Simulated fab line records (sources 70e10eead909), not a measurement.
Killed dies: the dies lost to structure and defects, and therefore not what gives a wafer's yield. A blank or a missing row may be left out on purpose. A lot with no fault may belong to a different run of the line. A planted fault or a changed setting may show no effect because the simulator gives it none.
Chamber matching	flow nandHarc	NHARC_P_CONTACT_DESCUM_17 on rieDiel-11 has 4 sister chambers
The step chemistry O2, time 3 s. 8 wafers are shown with their chamber, then 7 later ones without.

WAFERS WITH THEIR CHAMBER
wafer	chamber	oesProductAu (a.u.)	rfVppV (V)
L263.5	0	1.004	59.2
L265.1	1	1.004	57.9
L268.6	2	1.009	56.9
L267.1	1	0.997	58.3
L267.2	0	1.006	58.6
L267.3	3	1.001	58.0
L282.1	2	1.009	57.5
L282.2	3	0.998	57.8

WAFERS WITH NO CHAMBER GIVEN
wafer	oesProductAu (a.u.)	rfVppV (V)
L282.6	1.003	57.8
L284.2	0.994	57.2
L284.3	1.008	58.4
L284.6	1.014	58.9
L286.1	1.010	56.0
L286.2	1.007	56.7
L286.4	1.008	57.7

THE CHAMBER EACH PASSED THROUGH
wafer	from the rows above	in truth
L282.6	can't be placed: 1 or 3 or 2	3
L284.2	can't be placed: 3 or 1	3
L284.3	can't be placed: 0 or 1 or 3 or 2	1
L284.6	0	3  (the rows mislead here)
L286.1	2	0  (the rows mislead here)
L286.2	2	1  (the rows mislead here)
L286.4	can't be placed: 2 or 1 or 3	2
Correctly placed: 0 of 7. Unplaceable from these rows: 4, with the true chamber sitting among the candidates in 4. Wrongly placed: 3.
How it was worked out, from the rows above alone: a wafer's distance from a chamber is the root of the sum, over the readings, of the square of ((its reading less the chamber's mean) divided by the reading's scatter). The wafer belongs to the nearest chamber; if the next one is less than 2 further off, it can't be placed. For every chamber, the mean is computed from those of its wafers that are shown. How the scatter is found: for the shown wafers, subtract from each reading the mean of its chamber, square and add these, divide the total by (wafers less chambers), then take the root.
